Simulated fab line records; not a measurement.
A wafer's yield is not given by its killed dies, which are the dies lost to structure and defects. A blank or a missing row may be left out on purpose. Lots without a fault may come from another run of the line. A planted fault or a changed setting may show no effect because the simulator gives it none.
fab line records    flow nandHarc    part 1 of 2: steps 1 to 30 of 46
record lots=5  wafers=15  lastDay=32
route steps=1302 shown P_CONTACT@251 P_M0@253 P_M1@285
lots untouched by any fault: they come from a run of this same line in which no faults occurred
startH: start of the lot's first displayed wafer, in hours after the record's first day    waitH: time in hours since the lot's previous step    " the same as in the row above    L1.1+2: a single row standing in for several wafers    - either no value or no given start    * or withheld: withheld    < > ~ a bound
route shown NAME@n: names a module that has steps shown in the file, with the first one's number in the route    usual: mean/standard deviation taken from wafers without a fault    same: alike in all rows    chamber/n: place in a boat    sites: per-site readings    _std_site: standard deviation across them    _edge_site: the outer-site mean with the inner-site mean subtracted    radiusMm: how far each site lies from the wafer's centre    mask NAME#n: copy n    behind: tool/chamber where the wafer was last shaped    hold: why the lot went on hold/how many hours it stayed there/how the hold came to an end    device: whichever transistor did not switch (one of n, p or np)    end of line: the tests these same wafers got at the end of their route    step lacking rows: just its recipe    killed: dies that structure and defects cost at the first sort, which is not the same as the wafer's yield    map: the dies of a wafer, with x for killed, . for not killed, _ for no die there
set.NAME: the setting the step ran with; set.NAME@STEP: the setting that earlier step ran with    model.NAME: the simulator's own value behind a step, which no gauge read
lots at some steps of the route; a table a step, a row a wafer
services: when a tool's chamber went out of use (startH, in hours from the record's first day, below 0 if earlier), for how many hours, and the reason
## steps
# step NHARC_P_CONTACT_SRD_26
lot.wafer   tool         chamber  startH  waitH
L076.4+2+3  wetBench-02  0,2,3    137.53  0.0
L081.1+2+3  wetBench-09  6,0,3    199.96  0.0
L083.5+4+3  wetBench-02  5,7,0    219.33  0.0
L091.2+4+6  wetBench-02  4,5,6    297.11  0.0
L094.2+6+3  wetBench-02  6,1,3    325.31  0.0
# step NHARC_P_CONTACT_INSPECT_27
# usual rawDefectCount=283/92
lot.wafer  tool              chamber  startH  waitH  rawDefectCount
L076.2     defectInspect-02  -        137.61  0.1    536
L076.3     "                 -        "       "      336
L076.4     "                 -        "       "      301
L081.1     defectInspect-02  -        200.04  0.1    309
L081.2     "                 -        "       "      331
L081.3     "                 -        "       "      281
L083.3     defectInspect-01  -        219.42  0.1    354
L083.4     "                 -        "       "      195
L083.5     "                 -        "       "      227
L091.2     defectInspect-02  -        297.19  0.1    245
L091.4     "                 -        "       "      358
L091.6     "                 -        "       "      141
L094.2     defectInspect-01  -        325.39  0.1    360
L094.3     "                 -        "       "      323
L094.6     "                 -        "       "      234
# step NHARC_P_M0_DEP_00
# recipe targetThkA=1500  targetThkNm=150  tempC=withheld  pressureTorr=5  flowSccm=200  rfW=600  material=SiOC
lot.wafer   tool      chamber  startH  waitH
L076.3+2+4  pecvd-03  1,2,2    137.68  0.1
L081.3+1+2  pecvd-04  0,1,2    200.11  0.1
L083.3+4+5  pecvd-01  2,2,1    219.48  0.1
L091.2+4+6  pecvd-03  0,1,0    297.34  0.2
L094.3+2+6  pecvd-03  2,0,0    325.50  0.1
# step NHARC_P_M0_DEHYDRATE_01
# recipe tempC=150  timeS=120
lot.wafer   tool           chamber  startH  waitH
L076.2+3+4  lithoTrack-06  0        138.08  -
L081.1+2+3  lithoTrack-01  0        200.52  -
L083.3+4+5  lithoTrack-04  0        219.89  -
L091.2+4+6  lithoTrack-01  0        297.66  -
L094.2+3+6  lithoTrack-06  0        325.86  -
# step NHARC_P_M0_HMDS_02
# recipe timeS=30
lot.wafer   tool           chamber  startH  waitH
L076.2+3+4  lithoTrack-06  0        -       -
L081.1+2+3  lithoTrack-01  0        -       -
L083.3+4+5  lithoTrack-04  0        -       -
L091.2+4+6  lithoTrack-01  0        -       -
L094.2+3+6  lithoTrack-06  0        -       -
# step NHARC_P_M0_COAT_33
# recipe tempC=200  timeS=65
lot.wafer   tool           chamber  startH  waitH
L076.2+3+4  lithoTrack-06  0        -       -
L081.1+2+3  lithoTrack-01  0        -       -
L083.3+4+5  lithoTrack-04  0        -       -
L091.2+4+6  lithoTrack-01  0        -       -
L094.2+3+6  lithoTrack-06  0        -       -
# step NHARC_P_M0_COAT_03
# recipe spinRpm=1500  resistThkNm=90
lot.wafer   tool           chamber  startH  waitH
L076.2+3+4  lithoTrack-06  0        -       -
L081.1+2+3  lithoTrack-01  0        -       -
L083.3+4+5  lithoTrack-04  0        -       -
L091.2+4+6  lithoTrack-01  0        -       -
L094.2+3+6  lithoTrack-06  0        -       -
# step NHARC_P_M0_SOFTBAKE_04
# recipe tempC=105  timeS=55
lot.wafer   tool           chamber  startH  waitH
L076.2+3+4  lithoTrack-06  0        -       -
L081.1+2+3  lithoTrack-01  0        -       -
L083.3+4+5  lithoTrack-04  0        -       -
L091.2+4+6  lithoTrack-01  0        -       -
L094.2+3+6  lithoTrack-06  0        -       -
# step NHARC_P_M0_EBR_05
lot.wafer   tool           chamber  startH  waitH
L076.2+3+4  lithoTrack-06  0        -       -
L081.1+2+3  lithoTrack-01  0        -       -
L083.3+4+5  lithoTrack-04  0        -       -
L091.2+4+6  lithoTrack-01  0        -       -
L094.2+3+6  lithoTrack-06  0        -       -
# step NHARC_P_M0_EXPOSE_06
# recipe na=1.35  targetCdNm=90  doseMj=81.28  maskId=P_M0
lot.wafer   tool            chamber  startH  waitH  mask
L076.2+3+4  arfiScanner-03  0        138.37  -      P_M0#0
L081.1+2+3  arfiScanner-03  0        200.68  -      P_M0#0
L083.3+4+5  arfiScanner-02  0        220.19  -      P_M0#0
L091.2+4+6  arfiScanner-03  0        297.95  -      P_M0#0
L094.2+3+6  arfiScanner-03  0        328.95  -      P_M0#0
# step NHARC_P_M0_PEB_07
# recipe pebTempC=100  pebTimeS=65
lot.wafer   tool           chamber  startH  waitH
L076.2+3+4  lithoTrack-06  0        138.43  0.1
L081.1+2+3  lithoTrack-06  0        200.74  0.1
L083.3+4+5  lithoTrack-01  0        220.24  0.0
L091.2+4+6  lithoTrack-01  0        298.01  0.1
L094.2+3+6  lithoTrack-06  0        329.00  0.1
# step NHARC_P_M0_DEVELOP_08
# recipe developTimeS=35  devTempC=23
lot.wafer   tool           chamber  startH  waitH
L076.2+3+4  lithoTrack-06  0        -       -
L081.1+2+3  lithoTrack-06  0        -       -
L083.3+4+5  lithoTrack-01  0        -       -
L091.2+4+6  lithoTrack-01  0        -       -
L094.2+3+6  lithoTrack-06  0        -       -
# step NHARC_P_M0_CD_MEAS_09
# recipe targetCdNm=90  landingEnergyEv=500
# usual cdNm=89.6/0.7
lot.wafer  tool      chamber  startH  waitH  cdNm
L076.2     cdSem-01  0        138.51  -      88.9
L076.3     "         0        "       "      89.5
L076.4     "         0        "       "      89.0
L081.1     cdSem-02  0        200.82  -      89.2
L081.2     "         0        "       "      88.9
L081.3     "         0        "       "      89.2
L083.3     cdSem-03  0        220.32  -      89.4
L083.4     "         0        "       "      90.4
L083.5     "         0        "       "      89.6
L091.2     cdSem-01  0        298.09  -      90.3
L091.4     "         0        "       "      89.6
L091.6     "         0        "       "      89.0
L094.2     cdSem-03  0        329.09  -      89.6
L094.3     "         0        "       "      88.8
L094.6     "         0        "       "      88.6
# step NHARC_P_M0_OVL_MEAS_10
# recipe pitchNm=180
# usual overlayXNm=0.1/0.78  overlayYNm=0.1/0.8
lot.wafer  tool        chamber  startH  waitH  overlayXNm  overlayYNm
L076.2     overlay-01  -        138.60  -      -0.6        0.5
L076.3     "           -        "       "      0.1         0.1
L076.4     "           -        "       "      0.0         -0.2
L081.1     overlay-01  -        200.91  -      0.2         0.5
L081.2     "           -        "       "      0.6         0.0
L081.3     "           -        "       "      0.2         0.9
L083.3     overlay-01  -        220.41  -      0.7         1.3
L083.4     "           -        "       "      1.1         1.0
L083.5     "           -        "       "      1.3         0.9
L091.2     overlay-01  -        298.17  -      0.2         0.6
L091.4     "           -        "       "      -0.3        0.0
L091.6     "           -        "       "      -0.4        0.9
L094.2     overlay-02  -        329.17  -      0.0         1.4
L094.3     "           -        "       "      0.4         1.0
L094.6     "           -        "       "      -0.1        1.3
# step NHARC_P_M0_INSPECT_11
# usual rawDefectCount=4.6/2.6
lot.wafer  tool              chamber  startH  waitH  rawDefectCount
L076.2     defectInspect-02  -        138.63  0.0    2
L076.3     "                 -        "       "      8
L076.4     "                 -        "       "      4
L081.1     defectInspect-02  -        200.95  0.0    2
L081.2     "                 -        "       "      3
L081.3     "                 -        "       "      4
L083.3     defectInspect-02  -        220.44  0.0    8
L083.4     "                 -        "       "      5
L083.5     "                 -        "       "      4
L091.2     defectInspect-02  -        298.21  0.0    5
L091.4     "                 -        "       "      6
L091.6     "                 -        "       "      8
L094.2     defectInspect-01  -        329.21  0.0    1
L094.3     "                 -        "       "      5
L094.6     "                 -        "       "      5
# step NHARC_P_M0_DESCUM_14
# recipe timeS=3  o2FlowSccm=200  arFlowSccm=0  biasPowerW=0  chemistry=O2
# usual drypumpMotorCurrentA=5.5/0.45  o2FlowSccm=200.0/0.55  oesProductAu=0.997/0.012  rfVppV=57.8/0.88  showerheadPlenumPTorr=1.92/0.092  throttleValvePct=11.311/0.0089
lot.wafer  tool        chamber  startH  waitH  drypumpMotorCurrentA  o2FlowSccm  oesProductAu  rfHoursCounterH  rfVppV  showerheadPlenumPTorr  throttleValvePct
L076.3     rieDiel-02  2        138.69  0.1    4.7                   198.7       0.999         32               58.0    1.90                   11.308
L076.2     "           3        "       "      6.1                   200.3       1.001         29               57.1    1.85                   11.323
L076.4     "           1        "       "      6.1                   200.6       1.012         31               57.3    1.83                   11.310
L081.1     rieDiel-02  0        201.01  0.1    5.6                   201.6       0.984         47               57.5    1.80                   11.306
L081.2     "           2        "       "      4.8                   199.7       0.999         55               58.2    1.89                   11.313
L081.3     "           3        "       "      6.0                   199.9       1.000         50               58.4    1.84                   11.288
L083.3     rieDiel-09  0        220.52  0.1    5.3                   200.4       1.008         21               58.2    1.93                   11.313
L083.4     "           1        "       "      5.6                   200.2       0.999         21               59.0    2.02                   11.327
L083.5     "           3        "       "      6.6                   200.9       0.997         -                57.1    2.01                   11.306
L091.2     rieDiel-03  1        298.28  0.1    4.9                   200.8       0.986         0                58.3    1.94                   11.314
L091.4     "           0        "       "      5.7                   200.1       0.980         -                57.5    1.80                   11.320
L091.6     "           1        "       "      4.9                   199.9       0.987         -                58.1    1.94                   11.298
L094.2     rieDiel-09  2        329.45  0.2    5.5                   199.9       1.009         0                59.6    1.95                   11.310
L094.3     "           3        "       "      6.6                   201.6       0.996         0                60.1    2.00                   11.311
L094.6     "           0        "       "      5.4                   198.4       0.984         -                56.3    1.92                   11.307
# step NHARC_P_M0_ETCH_34
# recipe targetDepthA=400  overetchA=120  timeS=43.94  ionEnergyEv=200  n2FlowSccm=150  h2FlowSccm=150  arFlowSccm=0  rfW=400  biasW=150  chemistry=N2/H2
# usual drypumpMotorCurrentA=5.5/0.44  oesProductAu=0.999/0.012  rfVppV=430.7/2.9  showerheadPlenumPTorr=2.04/0.1  throttleValvePct=14.172/0.0088
lot.wafer  tool        chamber  startH  waitH  drypumpMotorCurrentA  oesProductAu  rfHoursCounterH  rfVppV  showerheadPlenumPTorr  throttleValvePct
L076.2     rieDiel-02  0        138.78  0.1    5.5                   0.993         27               427.3   1.92                   14.174
L076.4     "           1        "       "      6.0                   1.017         31               428.5   1.95                   14.176
L076.3     "           2        "       "      4.8                   1.002         32               428.7   2.03                   14.152
L081.3     rieDiel-02  0        201.09  0.1    5.6                   0.996         47               428.5   1.91                   14.181
L081.2     "           1        "       "      6.0                   1.007         52               427.3   1.94                   14.171
L081.1     "           2        "       "      4.7                   0.995         55               427.1   2.02                   14.160
L083.3     rieDiel-09  3        220.59  0.1    6.6                   1.005         20               434.5   2.14                   14.180
L083.4     "           0        "       "      5.3                   1.012         21               430.5   2.06                   14.174
L083.5     "           0        "       "      5.3                   1.004         -                430.6   2.06                   14.150
L091.2     rieDiel-03  3        298.37  0.1    5.5                   1.002         0                435.3   2.17                   14.194
L091.4     "           3        "       "      5.4                   1.011         -                435.9   2.17                   14.173
L091.6     "           0        "       "      5.8                   0.996         -                427.1   1.91                   14.178
L094.3     rieDiel-09  0        329.69  0.2    5.4                   0.990         0                429.8   2.05                   14.175
L094.2     "           2        "       "      5.5                   1.019         0                431.3   2.08                   14.182
L094.6     "           0        "       "      5.3                   0.981         -                431.8   2.05                   14.162
# step NHARC_P_M0_ETCH_15
# recipe targetDepthA=1500  overetchA=150  timeS=82.5  c4f8FlowSccm=withheld  arFlowSccm=400  rfW=600  biasW=300  chemistry=C4F8/Ar
# usual oesProductAu=0.951/0.022  rfVppV=441.1/2.9
lot.wafer  tool        chamber  startH  waitH  oesProductAu  rfHoursCounterH  rfVppV
L076.2     rieDiel-02  1        -       -      0.990         31               437.7
L076.3     "           3        "       "      0.962         29               438.7
L076.4     "           0        "       "      0.969         27               438.4
L081.3     rieDiel-02  2        -       -      0.924         55               440.0
L081.1     "           0        "       "      0.920         47               437.0
L081.2     "           1        "       "      0.946         52               438.1
L083.4     rieDiel-09  2        -       -      0.977         22               442.6
L083.3     "           1        "       "      0.978         21               444.2
L083.5     "           2        "       "      0.990         -                442.3
L091.2     rieDiel-03  0        -       -      0.949         0                438.4
L091.4     "           0        "       "      0.950         -                437.2
L091.6     "           1        "       "      0.956         -                440.7
L094.2     rieDiel-09  2        -       -      0.939         0                441.2
L094.3     "           0        "       "      0.902         0                439.1
L094.6     "           0        "       "      0.908         -                441.9
# step NHARC_P_M0_CD_MEAS_16
# usual cdNm=89.6/1.1
lot.wafer  tool      chamber  startH  waitH  cdNm
L076.2     cdSem-01  -        139.00  -      89.0
L076.3     "         -        "       "      90.0
L076.4     "         -        "       "      87.4
L081.1     cdSem-01  -        201.31  -      88.9
L081.2     "         -        "       "      89.5
L081.3     "         -        "       "      90.0
L083.3     cdSem-01  -        220.81  -      89.9
L083.4     "         -        "       "      89.5
L083.5     "         -        "       "      88.4
L091.2     cdSem-02  -        298.61  -      90.2
L091.4     "         -        "       "      89.7
L091.6     "         -        "       "      88.5
L094.2     cdSem-01  -        330.08  -      90.6
L094.3     "         -        "       "      88.5
L094.6     "         -        "       "      88.7
# step NHARC_P_M0_STRIP_18
# recipe powerW=1000  n2FlowSccm=150  h2FlowSccm=150  arFlowSccm=0  biasW=0  chemistry=N2/H2
# usual drypumpMotorCurrentA=5.5/0.45  oesProductAu=0.996/0.012  rfVppV=90.6/1.1  showerheadPlenumPTorr=2.04/0.1  throttleValvePct=14.172/0.0091
lot.wafer  tool        chamber  startH  waitH  drypumpMotorCurrentA  oesProductAu  rfHoursCounterH  rfVppV  showerheadPlenumPTorr  throttleValvePct
L076.2     rieDiel-02  2        139.09  0.1    4.7                   1.003         32               91.4    2.03                   14.166
L076.3     "           3        "       "      6.0                   0.988         29               91.2    1.97                   14.173
L076.4     "           0        "       "      5.6                   1.000         27               90.0    1.92                   14.179
L081.2     rieDiel-03  3        201.38  0.1    5.4                   0.997         18               90.5    2.18                   14.176
L081.3     "           1        "       "      4.9                   0.994         12               90.4    2.08                   14.178
L081.1     "           2        "       "      5.4                   0.987         18               89.9    1.89                   14.173
L083.4     rieDiel-09  2        220.90  0.1    5.5                   1.033         22               90.5    2.09                   14.155
L083.3     "           3        "       "      6.6                   1.006         20               90.8    2.14                   14.177
L083.5     "           1        "       "      5.6                   1.002         -                90.9    2.15                   14.189
L091.2     rieDiel-03  1        298.69  0.1    5.0                   1.002         0                91.5    2.07                   14.188
L091.4     "           3        "       "      5.4                   0.999         -                91.8    2.17                   14.169
L091.6     "           0        "       "      5.7                   0.985         -                90.2    1.91                   14.173
L094.3     rieDiel-09  3        330.29  0.2    6.6                   0.999         1                90.2    2.13                   14.167
L094.2     "           0        "       "      5.4                   0.993         1                91.3    2.05                   14.176
L094.6     "           0        "       "      5.4                   0.983         -                89.0    2.05                   14.170
# step NHARC_P_M0_STRIP_19
# recipe timeS=600  tempC=30  chemistry=postEtchResidueRemover
# usual tempC=29.99/0.12
lot.wafer  tool         chamber  startH  waitH  tempC
L076.3     wetBench-05  6        139.35  -      30.02
L076.2     "            7        "       "      29.77
L076.4     "            1        "       "      30.05
L081.3     wetBench-05  0        201.66  -      30.24
L081.1     "            3        "       "      30.11
L081.2     "            5        "       "      29.93
L083.3     wetBench-05  3        221.15  -      30.00
L083.4     "            4        "       "      30.06
L083.5     "            7        "       "      30.06
L091.4     wetBench-05  6        299.01  -      29.99
L091.6     "            7        "       "      29.80
L091.2     "            3        "       "      30.03
L094.3     wetBench-01  6        330.58  -      29.96
L094.6     "            0        "       "      30.03
L094.2     "            3        "       "      30.14
# step NHARC_P_M0_DEGAS_28
# recipe tempC=250  timeS=60
# usual heaterPowerW=321/23
lot.wafer  tool           chamber  startH  waitH  heaterPowerW
L076.4     pvdSputter-02  -        139.61  -      274
L076.3     "              -        "       "      324
L076.2     "              -        "       "      306
L081.3     pvdSputter-01  -        201.94  -      327
L081.1     "              -        "       "      328
L081.2     "              -        "       "      331
L083.3     pvdSputter-03  -        221.42  -      332
L083.4     "              -        "       "      335
L083.5     "              -        "       "      309
L091.2     pvdSputter-02  -        299.33  -      283
L091.4     "              -        "       "      315
L091.6     "              -        "       "      350
L094.3     pvdSputter-02  -        330.85  -      311
L094.2     "              -        "       "      341
L094.6     "              -        "       "      315
# step NHARC_P_M0_PRE_CLEAN_29
# recipe timeS=30  tempC=280  gas=H2/He
# usual heaterPowerW=393/28
lot.wafer  tool           chamber  startH  waitH  heaterPowerW
L076.3     pvdSputter-02  -        -       -      374
L076.2     "              -        "       "      396
L076.4     "              -        "       "      344
L081.2     pvdSputter-01  -        -       -      406
L081.1     "              -        "       "      405
L081.3     "              -        "       "      392
L083.4     pvdSputter-03  -        -       -      422
L083.3     "              -        "       "      405
L083.5     "              -        "       "      427
L091.2     pvdSputter-02  -        -       -      387
L091.4     "              -        "       "      429
L091.6     "              -        "       "      391
L094.3     pvdSputter-02  -        -       -      376
L094.2     "              -        "       "      345
L094.6     "              -        "       "      343
# step NHARC_P_M0_PVD_20
# recipe targetThkA=50  biasV=168.6  powerW=15000  chamberPressurePa=0.12  timeS=8.06  substrateTempC=50  material=TaN
# usual throttleValvePct=30.2/1.3
lot.wafer  tool           chamber  startH  waitH  throttleValvePct
L076.4     pvdSputter-02  -        -       -      28.7
L076.3     "              -        "       "      28.9
L076.2     "              -        "       "      30.8
L081.2     pvdSputter-01  -        -       -      32.1
L081.3     "              -        "       "      31.9
L081.1     "              -        "       "      30.2
L083.4     pvdSputter-03  -        -       -      32.6
L083.3     "              -        "       "      29.1
L083.5     "              -        "       "      32.3
L091.2     pvdSputter-02  -        -       -      30.5
L091.4     "              -        "       "      28.7
L091.6     "              -        "       "      30.9
L094.2     pvdSputter-02  -        -       -      28.9
L094.3     "              -        "       "      30.8
L094.6     "              -        "       "      29.2
# step NHARC_P_M0_PVD_21
# recipe targetThkA=300  chamberPressurePa=5  powerW=5000  substrateTempC=30  timeS=20.49  material=Cu
# usual throttleValvePct=30.3/1.3
lot.wafer  tool           chamber  startH  waitH  throttleValvePct
L076.2     pvdSputter-02  -        -       -      28.6
L076.3     "              -        "       "      28.5
L076.4     "              -        "       "      29.9
L081.2     pvdSputter-01  -        -       -      31.8
L081.3     "              -        "       "      29.9
L081.1     "              -        "       "      30.9
L083.4     pvdSputter-03  -        -       -      32.7
L083.3     "              -        "       "      29.5
L083.5     "              -        "       "      28.1
L091.4     pvdSputter-02  -        -       -      30.8
L091.2     "              -        "       "      28.9
L091.6     "              -        "       "      30.9
L094.2     pvdSputter-02  -        -       -      28.9
L094.3     "              -        "       "      29.1
L094.6     "              -        "       "      29.2
# step NHARC_P_M0_ECD_22
# recipe targetThkA=4000  bathTempC=25  material=Cu
lot.wafer   tool      chamber  startH  waitH
L076.2+4+3  ecdCu-02  1,0,1    140.02  -
L081.1+2+3  ecdCu-02  1,0,0    202.29  -
L083.3+4+5  ecdCu-02  1,0,1    221.88  -
L091.2+4+6  ecdCu-01  1,0,0    299.73  -
L094.2+3+6  ecdCu-01  0,1,1    331.26  -
# step NHARC_P_M0_ANNEAL_30
# recipe tempC=225  timeS=90
# usual wafer_temp_C_max=226.4/0.41
lot.wafer  tool          chamber  startH  waitH  wafer_temp_C_max
L076.2     rtpAnneal-01  0        140.40  -      227.3
L076.3     "             0        "       "      226.8
L076.4     "             0        "       "      226.7
L081.1     rtpAnneal-02  0        202.67  -      226.1
L081.2     "             0        "       "      225.8
L081.3     "             0        "       "      225.8
L083.3     rtpAnneal-02  0        222.26  -      226.3
L083.4     "             0        "       "      226.6
L083.5     "             0        "       "      226.2
L091.2     rtpAnneal-01  0        300.11  0.3    226.0
L091.4     "             0        "       "      226.5
L091.6     "             0        "       "      226.7
L094.2     rtpAnneal-01  0        331.64  -      226.6
L094.3     "             0        "       "      226.4
L094.6     "             0        "       "      226.8
# step NHARC_P_M0_CMP_23
# recipe tOverpolishS=20  targetThkNm=117.54
# usual motorCurrentA=12.1/1.2  timeToEndpointS=28.1/2.9
lot.wafer  tool    chamber  startH  waitH  motorCurrentA  timeToEndpointS
L076.3     cmp-03  2        140.69  -      10.8           31.2
L076.4     "       3        "       "      13.4           30.7
L076.2     "       1        "       "      10.7           32.0
L081.2     cmp-02  3        203.01  -      10.0           24.4
L081.3     "       0        "       "      9.8            28.1
L081.1     "       1        "       "      13.8           29.1
L083.3     cmp-03  2        222.50  -      12.1           28.2
L083.4     "       3        "       "      13.5           26.4
L083.5     "       2        "       "      11.4           30.5
L091.2     cmp-01  2        300.41  -      11.9           24.0
L091.4     "       3        "       "      11.6           25.8
L091.6     "       2        "       "      12.1           27.9
L094.3     cmp-01  1        331.97  -      13.6           31.4
L094.2     "       2        "       "      11.8           25.6
L094.6     "       1        "       "      14.0           29.5
# step NHARC_P_M0_THK_MEAS_24
# recipe thkMeasGauge=xrf
# usual thkNm=117.5/1.7
lot.wafer  tool          chamber  startH  waitH  thkNm
L076.2     filmMetro-01  -        141.00  -      120.1
L076.3     "             -        "       "      118.6
L076.4     "             -        "       "      115.8
L081.1     filmMetro-01  -        203.33  -      119.3
L081.2     "             -        "       "      118.0
L081.3     "             -        "       "      118.9
L083.3     filmMetro-02  -        222.82  -      119.6
L083.4     "             -        "       "      114.6
L083.5     "             -        "       "      117.6
L091.2     filmMetro-01  -        300.72  -      118.0
L091.4     "             -        "       "      116.7
L091.6     "             -        "       "      116.6
L094.2     filmMetro-02  -        332.25  -      115.5
L094.3     "             -        "       "      118.1
L094.6     "             -        "       "      117.0
# step NHARC_P_M0_SRD_25
lot.wafer   tool         chamber  startH  waitH
L076.3+4+2  wetBench-08  7,1,4    141.04  0.0
L081.2+1+3  wetBench-10  2,3,5    203.37  0.0
L083.3+5+4  wetBench-10  0,1,4    222.87  0.0
L091.4+2+6  wetBench-10  0,1,3    300.76  0.0
L094.2+3+6  wetBench-08  1,3,5    332.30  0.0
